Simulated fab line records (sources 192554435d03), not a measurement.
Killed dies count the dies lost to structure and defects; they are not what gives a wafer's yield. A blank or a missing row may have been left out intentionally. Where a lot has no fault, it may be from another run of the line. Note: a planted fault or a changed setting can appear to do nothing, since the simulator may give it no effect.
Struck lot and sound lot, side by side    flow n5Finfet    35 steps out of a route of 1938
Sound: the wafers L965.1, L965.3, L965.6. Struck: wafer L966.5 (left out: L966.4, L966.6 of the same lot, which were not struck); the cause appears at the end.
Per side, at each step with rows, come the tool, then ch with its chambers, and then its first start. Under that, the readings that differ: sound wafers    struck wafers    difference of the means    sigmas: that difference in standard deviations of wafers without a fault.
alike: readings whose means differ by less than 2 such deviations, and words and numbers that are the same on both sides. not compared: withheld readings, readings that some wafer has no value for, bounds like >300 that may hide the same value, and numbers for which the record gives no deviation and whose values overlap.
Wherever a step has rows on one side only, a row that says differs or no value, or a row with sigmas, the two part there. When numbers do not overlap yet have no deviation, they are printed without sigmas and do not part them. A reading that every wafer of one side lacks parts them only if that side has two wafers or more.

first, 8 steps without rows for these wafers: N5_BEOL_M9_SPUTTER_48 (material Cu, target thk 12 nm, time 2 s); N5_BEOL_M9_ECD_50 (material Cu, target thk 318 nm); N5_BEOL_M9_ANNEAL_51 (time 90 s); N5_BEOL_M9_CMP_52 (polishes, stops on SiCOH lowk, t overpolish 7 s, target thk 140 nm); N5_BEOL_M9_PRE_CLEAN_55 (time 15 s); N5_BEOL_M9_DEP_56 (deposits SiCN from 3MS/NH3, target thk 15 nm, time 26.5 s); N5_BEOL_M10_ILD_DEP_00 (deposits SiCOH lowk from DEMS/porogen, target thk 308.51 nm, time 58 s); N5_BEOL_M10_CURE_71 (cures SiCOH lowk, time 240 s).
N5_BEOL_M10_PECVD_70: deposits SiO2 from TEOS/O2, target thk 20 nm, time 22.7 s.
  sound on pecvd-01 ch 1,2, day 11 02:02; struck on pecvd-04 ch 0, day 10 19:26
reading                                     sound         struck  difference  sigmas
model.SiO2_of_BEOL_M10_PECVD_70.thkNm (nm)  20.4 20 20.6  13.2    -7.1        
  alike: heaterPowerW, showerheadPlenumPTorr, showerheadVppV, throttleValvePct
then, 24 steps without rows for these wafers: N5_BEOL_M10_HM_DEP_02 (deposits TiN, target thk 20 nm); N5_BEOL_M10_COAT_59 (time 60 s, resist thk 100 nm); N5_BEOL_M10_COAT_60 (time 60 s, resist thk 30 nm); N5_BEOL_M10_COAT_05 (resist thk 90 nm); N5_BEOL_M10_EBR_07; N5_BEOL_M10_SOFTBAKE_06 (time 60 s); N5_BEOL_M10_EXPOSE_08 (exposes mask M10); N5_BEOL_M10_PEB_09 (peb time 60 s); N5_BEOL_M10_DEVELOP_10 (develop time 30 s); N5_BEOL_M10_DESCUM_16 (chemistry O2, time 7.9 s); N5_BEOL_M10_ETCH_61 (etches SiARC in CF4, target depth 39 nm, time 65 s); N5_BEOL_M10_ETCH_62 (etches SOC in N2/H2, target depth 110 nm, overetch 22 nm, time 165 s); N5_BEOL_M10_STRIP_68 (strips in N2/H2); N5_BEOL_M10_STRIP_67 (strips in CF4); N5_BEOL_M10_HM_OPEN_17 (chemistry Cl2/BCl3, target TiN, target depth 20 nm, overetch 6 nm); N5_BEOL_M10_STRIP_19 (strips in O2); N5_BEOL_M10_COAT_63 (time 60 s, resist thk 100 nm); N5_BEOL_M10_COAT_64 (time 60 s, resist thk 30 nm); N5_BEOL_M10_COAT_22 (resist thk 90 nm); N5_BEOL_M10_EBR_24; N5_BEOL_M10_SOFTBAKE_23 (time 60 s); N5_BEOL_M10_EXPOSE_25 (exposes mask V9); N5_BEOL_M10_PEB_26 (peb time 60 s); N5_BEOL_M10_DEVELOP_27 (develop time 30 s).
N5_BEOL_M10_HM_STRIP_39: strips TiN in peroxide tin strip, target depth 25 nm, time 158 s.
  sound on wetBench-01 ch 3,5,7, day 11 05:43; struck on wetBench-04 ch 4, day 10 22:41
reading                                     sound           struck  difference  sigmas
model.SiO2_of_BEOL_M10_PECVD_70.thkNm (nm)  20.4 19.8 20.4  13.2    -7.0        
N5_BEOL_M10_CMP_52: polishes, stops on SiCOH lowk, t overpolish 7 s, target thk 140 nm.
  sound on cmp-01 ch 1,3, day 11 07:42; struck on cmp-04 ch 1, day 11 00:47
reading                    sound           struck  difference  sigmas
barrierFieldEndpointS (s)  29.8 29.4 29.9  20.8    -8.9        -10
  alike: motorCurrentA, platenRpm

== WHERE THEY PART ==
Within this record, at N5_BEOL_M10_CMP_52 only.

WHY: what the simulator had put in
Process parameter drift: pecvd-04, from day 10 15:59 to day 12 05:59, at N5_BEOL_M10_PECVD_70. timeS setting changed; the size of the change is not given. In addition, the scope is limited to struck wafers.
